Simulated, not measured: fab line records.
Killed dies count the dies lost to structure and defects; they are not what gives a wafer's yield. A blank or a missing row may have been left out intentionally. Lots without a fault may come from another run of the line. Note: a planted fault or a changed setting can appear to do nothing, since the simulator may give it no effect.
fab line records    flow n5_finfet
[record] lots = 10  wafers = 30  last_day = 17
route steps=1938 shown BEOL_M1@831 BEOL_M4@1111 PASSIVATION@1936
lots that met no fault: from a run of the same line without faults
start_h: start of the lot's first displayed wafer, in hours after the record's first day    wait_h: how many hours have passed since the lot's step before this one    " the same as in the row above    L1.1+2: a single row standing in for several wafers    - either no value or no given start    * or withheld: withheld    < > ~ a bound
route shown NAME@n: NAME is a module with steps in the file, n the number in the route of the first one    usual: average and standard deviation across the fault-free wafers    same: alike in all rows    chamber/n: place in a boat    sites: readings site by site    _std_site: standard deviation of those values    _edge_site: the outer-site mean with the inner-site mean subtracted    radius_mm: for every site, how far away it sits from the centre of the wafer    mask NAME#n: copy n    behind: the tool/chamber that last shaped the wafer    hold: cause of the lot's hold/its duration in hours/its outcome    device: which transistor (n, p or np) failed to switch    end of line: the route-end tests of the same wafers    a step given without rows: its recipe and nothing more    killed: dies lost to structure and defects at the first sort, not the wafer's yield    map: a wafer's dies, marking killed ones x, the rest . and places with no die _
set.NAME: setting as actually run; set.NAME@STEP: the setting as run at that earlier step    model.NAME: the simulator's own value behind a step, which no gauge read
one table for each step of the route and one row for each wafer, over a sample of lots
services: a tool's chamber out of use, with start hour (start_h, from the record's first day; less than 0 if before it), hours out, and reason
[[steps]]
[step N5_BEOL_M1_ECD_50]
[recipe] material = Cu  target_thk_a = 3000
lot.wafer   tool       chamber  start_h  wait_h
L840.1+4+5  ecd_cu-02  1,1,0    137.12   0.1
L841.3+5+6  ecd_cu-02  1,0,1    141.90   0.1
L843.1+4+5  ecd_cu-01  1,0,0    152.24   0.1
L845.3+4+5  ecd_cu-02  1,0,1    159.44   0.1
L847.1+4+6  ecd_cu-02  1,1,0    181.86   0.1
L849.1+2+6  ecd_cu-02  0,1,0    196.62   0.1
L855.2+3+6  ecd_cu-02  0,1,0    220.66   0.1
L854.1+4+6  ecd_cu-02  1,0,1    221.17   0.1
L858.1+5+6  ecd_cu-01  0,0,1    241.95   0.1
L862.3+4+6  ecd_cu-01  1,0,1    267.87   0.1
[step N5_BEOL_M1_ANNEAL_51]
[recipe] temp_c = 225  time_s = 90  ambient = N2
[usual] wafer_temp_C_max = 226.3/0.52
lot.wafer  tool           chamber  start_h  wait_h  wafer_temp_C_max
L840.1     rtp_anneal-02  0        137.20   0.1     226.5
L840.4     "              0        "        "       226.8
L840.5     "              0        "        "       226.6
L841.3     rtp_anneal-02  0        142.06   0.1     226.5
L841.5     "              0        "        "       227.3
L841.6     "              0        "        "       226.1
L843.1     rtp_anneal-02  0        152.32   0.1     226.6
L843.4     "              0        "        "       226.9
L843.5     "              0        "        "       226.9
L845.3     rtp_anneal-02  0        159.93   0.5     226.7
L845.4     "              0        "        "       226.6
L845.5     "              0        "        "       226.9
L847.1     rtp_anneal-01  0        181.94   0.1     225.5
L847.4     "              0        "        "       225.4
L847.6     "              0        "        "       225.3
L849.1     rtp_anneal-02  0        196.70   0.1     226.3
L849.2     "              0        "        "       226.7
L849.6     "              0        "        "       226.2
L855.2     rtp_anneal-02  0        220.78   0.1     226.5
L855.3     "              0        "        "       226.8
L855.6     "              0        "        "       226.8
L854.1     rtp_anneal-01  0        221.25   0.1     225.8
L854.4     "              0        "        "       225.8
L854.6     "              0        "        "       225.7
L858.1     rtp_anneal-02  0        242.03   0.1     226.3
L858.5     "              0        "        "       226.1
L858.6     "              0        "        "       226.9
L862.3     rtp_anneal-02  0        268.02   0.1     226.5
L862.4     "              0        "        "       226.8
L862.6     "              0        "        "       226.9
[step N5_BEOL_M1_CMP_52]
[recipe] stop_on = SiOC  t_overpolish_s = 6.8  down_force_psi = 1  platen_rpm = 50  clearing_platen_down_force_psi = 1.5  clearing_platen_rpm = 50  post_cmp_clean = cu_alkaline  target_thk_nm = 40  clearing_platen_pad_velocity_m_s = 0.99484  pad_velocity_m_s = 0.99484
[usual] motor_current_A = 6.4/0.76  time_to_endpoint_s = 62.5/2.8
lot.wafer  tool    chamber  start_h  wait_h  motor_current_A  time_to_endpoint_s
L840.1     cmp-04  1        137.50   0.3     7.0              62.8
L840.4     "       0        "        "       5.5              57.2
L840.5     "       1        "        "       7.0              61.9
L841.3     cmp-04  0        142.27   0.2     5.6              58.2
L841.5     "       0        "        "       5.2              64.2
L841.6     "       1        "        "       7.5              60.4
L843.1     cmp-01  0        152.61   0.3     7.4              64.1
L843.4     "       3        "        "       6.8              62.8
L843.5     "       1        "        "       5.6              67.0
L845.4     cmp-02  1        160.16   0.1     6.9              67.0
L845.3     "       2        "        "       5.9              68.0
L845.5     "       2        "        "       5.8              70.1
L847.4     cmp-02  2        182.24   0.1     6.1              63.2
L847.1     "       0        "        "       5.1              60.3
L847.6     "       3        "        "       5.6              63.6
L849.1     cmp-01  2        197.00   0.3     5.9              64.1
L849.2     "       3        "        "       6.5              62.6
L849.6     "       3        "        "       6.9              61.7
L855.3     cmp-02  0        221.11   0.2     5.4              100.8
L855.2     "       1        "        "       6.9              62.5
L855.6     "       2        "        "       5.9              65.8
L854.4     cmp-01  3        221.58   0.2     6.8              60.3
L854.1     "       1        "        "       5.4              100.4
L854.6     "       2        "        "       6.4              97.9
L858.1     cmp-02  2        242.44   0.4     5.8              58.3
L858.5     "       3        "        "       6.0              58.9
L858.6     "       0        "        "       5.3              59.9
L862.4     cmp-04  0        268.40   0.3     5.1              61.1
L862.3     "       1        "        "       6.8              63.0
L862.6     "       0        "        "       5.5              63.6
[step N5_BEOL_M1_CO_CAP_55]
[recipe] material = Co  target_thk_a = 20  temp_c = 200  precursor = CCTBA/H2  pressure_torr = 30  time_s = 102.1
[usual] heater_power_w = 248/22
lot.wafer  tool       chamber  start_h  wait_h  heater_power_w
L840.1     cvd_co-02  2        137.87   0.0     282
L840.4     "          2        "        "       271
L840.5     "          0        "        "       215
L841.3     cvd_co-02  1        142.64   0.0     275
L841.5     "          1        "        "       275
L841.6     "          0        "        "       212
L843.1     cvd_co-01  0        152.98   0.0     247
L843.4     "          1        "        "       229
L843.5     "          2        "        "       241
L845.3     cvd_co-01  1        160.53   0.0     226
L845.4     "          0        "        "       259
L845.5     "          1        "        "       227
L847.1     cvd_co-01  0        182.61   0.0     257
L847.4     "          2        "        "       240
L847.6     "          0        "        "       247
L849.1     cvd_co-02  0        197.37   0.0     216
L849.2     "          1        "        "       279
L849.6     "          2        "        "       273
L855.2     cvd_co-01  0        221.41   0.0     259
L855.3     "          2        "        "       241
L855.6     "          2        "        "       238
L854.1     cvd_co-02  2        221.92   0.0     273
L854.4     "          1        "        "       274
L854.6     "          2        "        "       277
L858.1     cvd_co-01  0        242.70   0.0     252
L858.5     "          1        "        "       228
L858.6     "          2        "        "       237
L862.3     cvd_co-02  2        268.77   0.0     272
L862.4     "          2        "        "       278
L862.6     "          0        "        "       220
[step N5_BEOL_M1_DEP_57]
[recipe] material = SiCN  target_thk_a = 80  temp_c = withheld  precursor = 3MS/NH3  pressure_torr = 3  rf_w = 202  time_s = 14
[usual] showerhead_plenum_p_Torr = 3.667/0.013  showerhead_vpp_V = 892/34  throttle_valve_pct = 9.0/0.55
lot.wafer  tool      chamber  start_h  wait_h  showerhead_plenum_p_Torr  showerhead_vpp_V  throttle_valve_pct
L840.1     pecvd-01  2        137.98   0.0     3.659                     835               8.4
L840.4     "         0        "        "       3.664                     937               9.5
L840.5     "         1        "        "       3.660                     881               9.0
L841.3     pecvd-03  2        142.76   0.0     3.681                     934               8.7
L841.5     "         0        "        "       3.687                     886               8.4
L841.6     "         2        "        "       3.677                     927               8.4
L843.1     pecvd-02  0        153.10   0.0     3.642                     915               10.0
L843.4     "         1        "        "       3.653                     878               9.6
L843.5     "         2        "        "       3.669                     860               8.4
L845.3     pecvd-01  0        160.64   0.0     3.667                     923               9.6
L845.4     "         1        "        "       3.671                     894               9.1
L845.5     "         0        "        "       3.676                     915               9.6
L847.1     pecvd-01  1        182.73   0.0     3.673                     882               8.9
L847.4     "         0        "        "       3.670                     917               9.6
L847.6     "         1        "        "       3.677                     870               8.9
L849.1     pecvd-03  2        197.49   0.0     3.666                     919               8.4
L849.2     "         0        "        "       3.691                     873               8.3
L849.6     "         1        "        "       3.679                     953               8.7
L855.2     pecvd-02  1        221.52   0.0     3.662                     878               9.5
L855.3     "         2        "        "       3.674                     880               8.5
L855.6     "         0        "        "       3.644                     904               10.0
L854.1     pecvd-01  2        222.03   0.0     3.658                     823               8.6
L854.4     "         1        "        "       3.668                     881               8.8
L854.6     "         0        "        "       3.671                     924               9.5
L858.1     pecvd-03  2        242.82   0.0     3.688                     943               8.5
L858.5     "         0        "        "       3.688                     888               8.7
L858.6     "         2        "        "       3.667                     927               8.5
L862.3     pecvd-02  1        268.89   0.0     3.665                     867               9.7
L862.4     "         2        "        "       3.669                     882               8.1
L862.6     "         0        "        "       3.639                     910               10.0
[step N5_BEOL_M4_RC_MEAS_101]
[usual] DIBL_N = 36.3/1.4  DIBL_P = 36.2/1.5  IOFF_N = 0.160/0.021  IOFF_P = 0.211/0.027  ION_N = 676/7.7  ION_P = 463/5.5  SS_N = 71.4/0.57  SS_P = 73.3/0.58  VT_N = 249.3/2.5  VT_P = -250.1/2.6
lot.wafer  tool       chamber  start_h  wait_h  DIBL_N[mV/V]  DIBL_P[mV/V]  IOFF_N[nA/um]  IOFF_P[nA/um]  ION_N[uA/um]  ION_P[uA/um]  SS_N[mV/dec]  SS_P[mV/dec]  VT_N[mV]  VT_P[mV]
L840.1     prober-01  0        181.54   0.0     38.2          38.3          0.174          0.251          683           471           72.4          73.7          248.6     -245.4
L840.4     "          0        "        "       37.7          36.9          0.154          0.215          675           464           72.0          73.3          250.5     -246.7
L840.5     "          0        "        "       39.7          38.2          0.195          0.248          675           465           72.0          73.9          248.5     -249.7
L841.3     prober-01  0        186.48   0.3     34.7          35.4          0.147          0.193          674           461           70.8          72.1          249.7     -250.8
L841.5     "          0        "        "       35.4          35.5          0.154          0.193          673           457           71.6          73.2          250.8     -250.3
L841.6     "          0        "        "       35.9          36.0          0.162          0.212          676           463           71.6          72.9          249.0     -249.7
L843.1     prober-02  0        189.07   0.0     37.4          38.7          0.190          0.217          691           466           71.3          72.6          247.0     -251.9
L843.4     "          0        "        "       35.2          35.6          0.150          0.176          671           457           70.5          72.5          248.2     -253.0
L843.5     "          0        "        "       37.5          38.4          0.201          0.208          688           466           71.4          72.7          245.2     -251.5
L845.3     prober-01  0        205.08   0.3     38.6          37.1          0.156          0.234          668           467           71.9          73.6          252.9     -250.9
L845.4     "          0        "        "       38.2          37.4          0.152          0.229          673           469           71.0          73.6          249.7     -249.4
L845.5     "          0        "        "       37.8          35.5          0.137          0.201          674           461           71.8          73.1          253.1     -250.7
L847.1     prober-01  0        217.77   0.0     35.9          37.6          0.178          0.229          687           463           71.1          73.7          248.4     -251.9
L847.4     "          0        "        "       35.3          36.3          0.157          0.213          672           461           70.7          73.3          251.2     -250.3
L847.6     "          0        "        "       35.4          35.6          0.154          0.201          679           461           70.4          73.0          248.0     -248.6
L849.1     prober-01  0        244.78   0.0     34.8          33.4          0.129          0.172          665           459           71.0          72.6          253.6     -249.8
L849.2     "          0        "        "       37.6          37.7          0.172          0.227          680           464           71.2          73.9          246.5     -248.4
L849.6     "          0        "        "       35.2          33.9          0.131          0.173          677           459           71.1          72.5          250.5     -249.7
L854.1     prober-02  0        260.78   0.0     35.1          33.8          0.132          0.212          677           465           70.5          72.9          249.9     -245.2
L854.4     "          0        "        "       38.3          38.1          0.192          0.283          686           475           72.5          73.9          246.7     -245.0
L854.6     "          0        "        "       39.6          38.9          0.220          0.301          697           480           72.0          74.3          242.6     -244.7
L855.2     prober-01  0        265.59   0.2     38.8          38.3          0.210          0.260          679           466           71.5          73.9          245.5     -248.1
L855.3     "          0        "        "       36.8          36.7          0.172          0.236          685           462           71.6          73.6          248.6     -248.9
L855.6     "          0        "        "       35.9          34.8          0.150          0.195          666           452           71.4          73.1          250.7     -251.8
L858.1     prober-02  0        276.11   0.0     35.1          33.6          0.140          0.178          667           459           70.2          72.8          251.3     -250.3
L858.5     "          0        "        "       35.0          34.5          0.153          0.185          680           460           71.4          73.0          246.7     -255.1
L858.6     "          0        "        "       34.2          33.2          0.135          0.174          668           455           70.4          72.7          249.4     -253.7
L862.3     prober-01  0        313.48   0.3     36.2          36.6          0.155          0.221          673           465           71.6          74.1          250.7     -249.9
L862.4     "          0        "        "       35.2          34.4          0.125          0.181          660           451           70.8          73.0          253.3     -250.6
L862.6     "          0        "        "       37.5          37.0          0.157          0.228          673           460           71.8          74.3          250.6     -249.8
[step N5_PASSIVATION_PROBE_49]
[usual] defect_limited_yield = 91.3/1.4  killed_at_M0_to_M3 = 34/10  killed_at_M4_up = 13/4.8  killed_at_contacts = 12/6.1  killed_at_front_end = 40/11  killed_at_other = 3.7/2.8  killed_dies = 103/16  killed_open = 67/12  killed_short = 34/7.4  sort_bin_5_function = 5.1/0.95  sort_bin_6_memory = 3.2/0.62  sort_n_pass = 1077/16  sort_yield_pct = 91.3/1.4
[same] gross_dies = 1180  killed_at_back_side = 0  sort_bin_4_leakage[%] = 0  sort_bin_8_speed[%] = 0
lot.wafer  tool       chamber  start_h  wait_h  defect_limited_yield[%]  killed_at_M0_to_M3  killed_at_M4_up  killed_at_contacts  killed_at_front_end  killed_at_other  killed_dies  killed_open  killed_short  sort_bin_5_function[%]  sort_bin_6_memory[%]  sort_n_pass  sort_yield_pct[%]
L840.1     prober-01  -        284.83   0.0     86.0                     46                  20               36                  57                   6                165          106          59            8.6                     5.2                   1015         86.0
L840.4     prober-01  -        284.98   0.2     90.2                     54                  11               16                  32                   3                116          75           37            5.9                     3.2                   1064         90.2
L840.5     prober-01  -        285.03   0.2     91.3                     45                  10               13                  27                   8                103          71           32            4.9                     3.6                   1077         91.3
L841.3     prober-02  -        288.49   0.1     90.8                     32                  14               21                  34                   8                109          77           32            5.8                     3.1                   1071         90.8
L841.5     prober-02  -        288.59   0.2     91.4                     21                  28               10                  42                   1                102          76           26            5.9                     2.3                   1078         91.4
L841.6     prober-02  -        288.64   0.3     93.3                     30                  11               7                   28                   3                79           46           32            3.6                     2.7                   1101         93.3
L843.1     prober-01  -        289.41   0.0     91.0                     29                  18               26                  30                   3                106          76           30            4.9                     3.8                   1074         91.0
L843.4     prober-01  -        289.56   0.2     93.2                     24                  13               15                  27                   1                80           56           24            3.4                     3.1                   1100         93.2
L843.5     prober-01  -        289.61   0.2     92.5                     30                  18               9                   31                   1                89           64           25            4.6                     2.7                   1091         92.5
L845.3     prober-01  -        307.24   0.1     91.4                     28                  12               14                  46                   2                102          66           36            5.1                     3.5                   1078         91.4
L845.4     prober-01  -        307.29   0.2     90.5                     33                  24               9                   44                   2                112          81           30            5.6                     3.7                   1068         90.5
L845.5     prober-01  -        307.34   0.2     92.2                     22                  7                11                  52                   0                92           59           32            4.6                     3.0                   1088         92.2
L847.1     prober-02  -        307.39   0.0     91.2                     30                  15               16                  37                   6                104          78           25            5.9                     2.9                   1076         91.2
L847.4     prober-02  -        307.54   0.2     94.1                     28                  10               5                   24                   3                70           40           28            3.4                     2.0                   1110         94.1
L847.6     prober-02  -        307.64   0.3     92.9                     29                  7                9                   32                   7                84           50           32            4.2                     2.9                   1096         92.9
L849.1     prober-02  -        356.15   0.0     92.3                     30                  9                6                   39                   7                91           46           43            4.2                     3.3                   1089         92.3
L849.2     prober-02  -        356.20   0.1     91.6                     36                  19               12                  30                   2                99           62           34            4.8                     3.1                   1081         91.6
L849.6     prober-02  -        356.40   0.3     91.9                     37                  13               12                  29                   5                96           51           43            5.0                     2.5                   1084         91.9
L854.1     prober-01  -        368.62   0.0     90.1                     20                  5                11                  76                   5                117          85           28            5.9                     3.6                   1063         90.1
L854.4     prober-01  -        368.77   0.2     93.5                     24                  8                9                   26                   10               77           51           26            4.0                     2.4                   1103         93.5
L854.6     prober-01  -        368.87   0.3     92.1                     13                  10               12                  46                   12               93           64           27            4.6                     3.2                   1087         92.1
L855.2     prober-02  -        371.78   0.1     90.9                     36                  25               16                  30                   0                107          76           31            5.4                     3.4                   1073         90.9
L855.3     prober-02  -        371.83   0.1     89.9                     37                  11               31                  35                   5                119          78           39            5.3                     4.2                   1061         89.9
L855.6     prober-02  -        371.98   0.3     93.8                     22                  10               17                  22                   2                73           41           26            3.7                     2.1                   1107         93.8
L858.1     prober-01  -        382.43   0.0     91.6                     26                  26               14                  31                   2                99           69           27            4.4                     3.8                   1081         91.6
L858.5     prober-01  -        382.63   0.2     90.8                     33                  14               12                  47                   3                109          71           37            5.3                     3.6                   1071         90.8
L858.6     prober-01  -        382.68   0.3     93.5                     22                  16               13                  25                   1                77           53           24            3.5                     2.9                   1103         93.5
L862.3     prober-02  -        416.13   0.1     92.2                     22                  7                15                  45                   3                92           61           29            4.7                     2.7                   1088         92.2
L862.4     prober-02  -        416.18   0.2     91.4                     36                  13               21                  29                   2                101          65           35            5.6                     2.9                   1079         91.4
L862.6     prober-02  -        416.28   0.3     89.2                     53                  19               13                  42                   1                128          89           36            6.4                     4.1                   1052         89.2
// killed by level:class
L840.1 MOL_CONTACT_COAG:geometric_particle:open=31 FIN_SAQP:geometric_particle:short=18 BEOL_M0_SAQP:geometric_particle:open=16 BEOL_M0_SAQP:geometric_particle:short=11 FIN_SAQP:geometric_particle:open=10 BEOL_M4:geometric_particle:open=8 BEOL_M3:geometric_particle:open=7 MOL_CONTACT_COAG:geometric_particle:short=5
L840.4 BEOL_M0_SAQP:geometric_particle:short=14 BEOL_M0_SAQP:geometric_particle:open=14 FIN_SAQP:geometric_particle:open=11 MOL_CONTACT_COAG:geometric_particle:open=11 BEOL_M2:geometric_particle:open=9 BEOL_M1:geometric_particle:open=7 MOL_CONTACT_COAG:geometric_particle:short=5 BEOL_M0:geometric_particle:open=4
L840.5 BEOL_M2:geometric_particle:open=13 MOL_CONTACT_COAG:geometric_particle:open=12 BEOL_M0_SAQP:geometric_particle:open=9 BEOL_M0_SAQP:geometric_particle:short=8 BEOL_M1:geometric_particle:open=7 FIN_SAQP:geometric_particle:open=6 FIN_SAQP:geometric_particle:short=4 STARTING-WAFER:geometric_particle:short=4
L841.3 MOL_CONTACT_COAG:geometric_particle:open=20 BEOL_M0_SAQP:geometric_particle:short=8 STI_FIN_REVEAL:geometric_particle:open=7 BEOL_M1:geometric_particle:open=7 BEOL_M2:geometric_particle:open=7 FIN_SAQP:geometric_particle:open=6 BEOL_M4:geometric_particle:open=6 BEOL_M3:geometric_particle:open=5
L841.5 BEOL_M4:geometric_particle:open=20 FIN_SAQP:geometric_particle:open=12 STI_FIN_REVEAL:geometric_particle:open=9 MOL_CONTACT_COAG:geometric_particle:open=9 FIN_SAQP:geometric_particle:short=7 BEOL_M0_SAQP:geometric_particle:short=5 BEOL_M2:geometric_particle:open=5 BEOL_M4:geometric_particle:short=4
L841.6 FIN_SAQP:geometric_particle:short=8 BEOL_M2:geometric_particle:open=7 BEOL_M0_SAQP:geometric_particle:short=6 FIN_SAQP:geometric_particle:open=5 MOL_CONTACT_COAG:geometric_particle:open=5 BEOL_M0_SAQP:geometric_particle:open=5 BEOL_M3:geometric_particle:open=5 BEOL_M1:geometric_particle:open=4
L843.1 MOL_CONTACT_COAG:geometric_particle:open=20 BEOL_M4:geometric_particle:open=7 STI_FIN_REVEAL:geometric_particle:open=6 MOL_CONTACT_COAG:geometric_particle:short=6 BEOL_M2:geometric_particle:open=6 DUMMY_GATE:geometric_particle:open=5 BEOL_M3:geometric_particle:short=5 BEOL_M0_SAQP:geometric_particle:short=4
L843.4 MOL_CONTACT_COAG:geometric_particle:open=12 FIN_SAQP:geometric_particle:open=8 BEOL_M1:geometric_particle:open=7 BEOL_M4:geometric_particle:open=5 BEOL_M3:geometric_particle:short=4 STI_FIN_REVEAL:geometric_particle:open=3 MOL_CONTACT_COAG:geometric_particle:short=3 BEOL_M0:geometric_particle:open=3
L843.5 BEOL_M4:geometric_particle:open=9 BEOL_M0_SAQP:geometric_particle:open=8 STI_FIN_REVEAL:geometric_particle:open=7 MOL_CONTACT_COAG:geometric_particle:open=7 BEOL_M2:geometric_particle:open=6 BEOL_M0_SAQP:geometric_particle:short=5 FIN_SAQP:geometric_particle:short=3 DUMMY_GATE:geometric_particle:open=3
L845.3 STI_FIN_REVEAL:geometric_particle:open=11 BEOL_M1:geometric_particle:open=9 MOL_CONTACT_COAG:geometric_particle:open=8 BEOL_M4:geometric_particle:open=7 FIN_SAQP:geometric_particle:short=6 MOL_CONTACT_COAG:geometric_particle:short=6 BEOL_M0:geometric_particle:open=6 FIN_SAQP:geometric_particle:open=5
L845.4 BEOL_M4:geometric_particle:open=11 MOL_CONTACT_COAG:geometric_particle:open=9 BEOL_M2:geometric_particle:open=9 BEOL_M0:geometric_particle:open=8 FIN_SAQP:geometric_particle:open=6 FIN_SAQP:geometric_particle:short=5 ILD0:geometric_particle:short=5 BEOL_M0_SAQP:geometric_particle:short=5
L845.5 STI_FIN_REVEAL:geometric_particle:open=15 FIN_SAQP:geometric_particle:open=10 FIN_SAQP:geometric_particle:short=9 MOL_CONTACT_COAG:geometric_particle:open=9 BEOL_M1:geometric_particle:open=5 GATE_CUT:geometric_particle:open=5 BEOL_M0_SAQP:geometric_particle:short=5 BEOL_M1:geometric_particle:short=5
L847.1 MOL_CONTACT_COAG:geometric_particle:open=12 BEOL_M1:geometric_particle:open=12 FIN_SAQP:geometric_particle:short=8 BEOL_M2:geometric_particle:open=8 GATE_CUT:geometric_particle:open=8 BEOL_M4:geometric_particle:open=7 PAD_METAL:geometric_particle:open=4 ILD0:geometric_particle:open=4
L847.4 BEOL_M1:geometric_particle:open=6 MOL_CONTACT_COAG:geometric_particle:open=5 BEOL_M2:geometric_particle:short=5 GATE_CUT:geometric_particle:short=4 GATE_CUT:geometric_particle:open=4 BEOL_M3:geometric_particle:open=4 FIN_SAQP:geometric_particle:short=3 BEOL_M0_SAQP:geometric_particle:short=3
L847.6 FIN_SAQP:geometric_particle:short=10 FIN_SAQP:geometric_particle:open=9 BEOL_M1:geometric_particle:open=7 MOL_CONTACT_COAG:geometric_particle:open=6 BEOL_M0_SAQP:geometric_particle:open=6 BEOL_M0_SAQP:geometric_particle:short=4 BEOL_M5:geometric_particle:open=4 ILD0:geometric_particle:open=3
L849.1 BEOL_M2:geometric_particle:open=9 FIN_SAQP:geometric_particle:short=8 GATE_CUT:geometric_particle:short=7 BEOL_M0_SAQP:geometric_particle:short=6 MOL_CONTACT_COAG:geometric_particle:open=5 BEOL_M4:geometric_particle:open=5 FIN_SAQP:geometric_particle:open=4 STARTING-WAFER:geometric_particle:short=4
L849.2 BEOL_M0_SAQP:geometric_particle:open=10 BEOL_M4:geometric_particle:open=10 MOL_CONTACT_COAG:geometric_particle:open=9 BEOL_M0_SAQP:geometric_particle:short=9 BEOL_M2:geometric_particle:open=5 FIN_SAQP:geometric_particle:short=4 GATE_CUT:geometric_particle:short=4 BEOL_M3:geometric_particle:open=4
L849.6 BEOL_M0_SAQP:geometric_particle:short=13 MOL_CONTACT_COAG:geometric_particle:open=9 BEOL_M1:geometric_particle:open=9 BEOL_M0_SAQP:geometric_particle:open=6 BEOL_M4:geometric_particle:open=6 FIN_SAQP:geometric_particle:short=5 STI_FIN_REVEAL:geometric_particle:open=4 GATE_CUT:geometric_particle:short=4
L854.1 FIN_SAQP:geometric_particle:open=35 STI_FIN_REVEAL:geometric_particle:open=17 FIN_SAQP:geometric_particle:short=11 MOL_CONTACT_COAG:geometric_particle:open=6 BEOL_M2:geometric_particle:open=5 MOL_CONTACT_COAG:geometric_particle:short=4 BEOL_M0_SAQP:geometric_particle:open=4 STARTING-WAFER:geometric_particle:open=4
L854.4 FIN_SAQP:geometric_particle:open=15 MOL_CONTACT_COAG:geometric_particle:open=5 BEOL_M1:geometric_particle:short=5 BEOL_M2:geometric_particle:open=5 BEOL_M4:geometric_particle:open=5 MOL_CONTACT_COAG:geometric_particle:short=4 BEOL_M0:geometric_particle:short=3 STI_FIN_REVEAL:geometric_particle:short=3
L854.6 FIN_SAQP:geometric_particle:open=13 STI_FIN_REVEAL:geometric_particle:open=12 MOL_CONTACT_COAG:geometric_particle:open=8 FIN_SAQP:geometric_particle:short=7 MIM_BOT:geometric_particle:open=4 MOL_CONTACT_COAG:geometric_particle:short=4 BEOL_M1:geometric_particle:open=3 BEOL_M2:geometric_particle:open=3
L855.2 BEOL_M4:geometric_particle:open=20 MOL_CONTACT_COAG:geometric_particle:open=13 STI_FIN_REVEAL:geometric_particle:open=8 BEOL_M1:geometric_particle:open=8 BEOL_M0_SAQP:geometric_particle:open=7 BEOL_M0_SAQP:geometric_particle:short=6 BEOL_M3:geometric_particle:open=6 DUMMY_GATE:geometric_particle:open=4
L855.3 MOL_CONTACT_COAG:geometric_particle:open=22 FIN_SAQP:geometric_particle:short=9 BEOL_M0_SAQP:geometric_particle:open=9 MOL_CONTACT_COAG:geometric_particle:short=8 BEOL_M1:geometric_particle:open=8 BEOL_M3:geometric_particle:open=8 STI_FIN_REVEAL:geometric_particle:open=6 FIN_SAQP:geometric_particle:open=5
L855.6 MOL_CONTACT_COAG:geometric_particle:open=10 BEOL_M1:geometric_particle:open=9 MOL_CONTACT_COAG:geometric_particle:short=5 FIN_SAQP:geometric_particle:open=4 GATE_CUT:geometric_particle:short=4 BEOL_M4:geometric_particle:open=4 DUMMY_GATE:geometric_particle:open=3 BEOL_M0_SAQP:geometric_particle:short=3
L858.1 MOL_CONTACT_COAG:geometric_particle:open=12 BEOL_M4:geometric_particle:open=10 BEOL_M0_SAQP:geometric_particle:open=10 DUMMY_GATE:geometric_particle:open=5 STI_FIN_REVEAL:geometric_particle:open=5 BEOL_M1:geometric_particle:open=5 FIN_SAQP:geometric_particle:short=3 GATE_CUT:geometric_particle:open=3
L858.5 STI_FIN_REVEAL:geometric_particle:open=11 BEOL_M0_SAQP:geometric_particle:open=11 BEOL_M0_SAQP:geometric_particle:short=11 MOL_CONTACT_COAG:geometric_particle:open=10 FIN_SAQP:geometric_particle:open=7 FIN_SAQP:geometric_particle:short=6 BEOL_M4:geometric_particle:open=6 DUMMY_GATE:geometric_particle:open=4
L858.6 MOL_CONTACT_COAG:geometric_particle:open=12 BEOL_M2:geometric_particle:open=7 BEOL_M0_SAQP:geometric_particle:short=5 BEOL_M4:geometric_particle:open=5 FIN_SAQP:geometric_particle:short=3 FIN_SAQP:geometric_particle:open=3 STI_FIN_REVEAL:geometric_particle:open=3 DUMMY_GATE:geometric_particle:short=3
L862.3 MOL_CONTACT_COAG:geometric_particle:open=13 STI_FIN_REVEAL:geometric_particle:open=9 DUMMY_GATE:geometric_particle:open=6 BEOL_M2:geometric_particle:open=6 BEOL_M0_SAQP:geometric_particle:short=5 ILD0:geometric_particle:short=5 BEOL_M0_SAQP:geometric_particle:open=5 GATE_CUT:geometric_particle:short=4
L862.4 MOL_CONTACT_COAG:geometric_particle:open=16 BEOL_M2:geometric_particle:short=7 BEOL_M0_SAQP:geometric_particle:open=7 BEOL_M0_SAQP:geometric_particle:short=7 GATE_CUT:geometric_particle:short=6 BEOL_M4:geometric_particle:open=6 BEOL_M3:geometric_particle:open=6 MOL_CONTACT_COAG:geometric_particle:short=5
L862.6 BEOL_M0_SAQP:geometric_particle:open=13 MOL_CONTACT_COAG:geometric_particle:open=11 BEOL_M3:geometric_particle:open=11 STI_FIN_REVEAL:geometric_particle:open=9 BEOL_M0_SAQP:geometric_particle:short=9 BEOL_M4:geometric_particle:open=8 DUMMY_GATE:geometric_particle:open=7 GATE_CUT:geometric_particle:open=5
[[services]]
tool       chamber  start_h  hours  kind
cmp-02     -        118.16   4.0    pm
ecd_cu-01  -        119.99   1.3    repair
cmp-01     -        121.17   3.7    repair
ecd_cu-02  -        127.76   0.5    repair
cmp-01     -        140.30   2.7    repair
pecvd-01   -        145.65   1.2    repair
pecvd-01   -        154.03   5.5    pm
cmp-01     -        157.30   1.3    repair
cmp-04     -        159.52   1.4    repair
cmp-04     -        171.25   1.6    repair
pecvd-02   -        189.03   6.0    pm
cmp-04     -        189.08   0.5    repair
cvd_co-02  -        191.70   1.9    repair
pecvd-03   0        199.89   3.5    repair
cmp-04     -        200.94   6.7    repair
ecd_cu-01  -        219.27   2.7    repair
cmp-02     -        230.48   1.0    repair
cmp-01     -        240.96   2.3    repair
ecd_cu-02  -        241.74   2.8    repair
cmp-01     -        251.52   6.1    repair
cvd_co-01  -        263.62   0.5    repair
cmp-02     -        264.59   5.4    pm
ecd_cu-02  -        266.55   4.8    pm
pecvd-03   -        268.76   0.7    repair
[[key]]
[first_sign] step = N5_BEOL_M1_CMP_52  reading = time_to_endpoint_s  direction = up  sigmas = 13  usual = *  struck = *
effect none on later readings
met_at N5_BEOL_M1_ECD_50
struck_lots L854,L855
struck_wafers L854.1,L854.6,L855.3
not_acting_at N5_BEOL_M1_ANNEAL_51,N5_BEOL_M1_CO_CAP_55,N5_BEOL_M1_DEP_57
onset_between 196.62 220.66
[fault] kind = process_parameter_drift  tool = ecd_cu-02  chamber = 1  onset_h = 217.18  steps = N5_BEOL_M1_ECD_50  channel = target_thk_a  offset = *  shape = step  end_h = 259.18  acts_in = *  stated = *
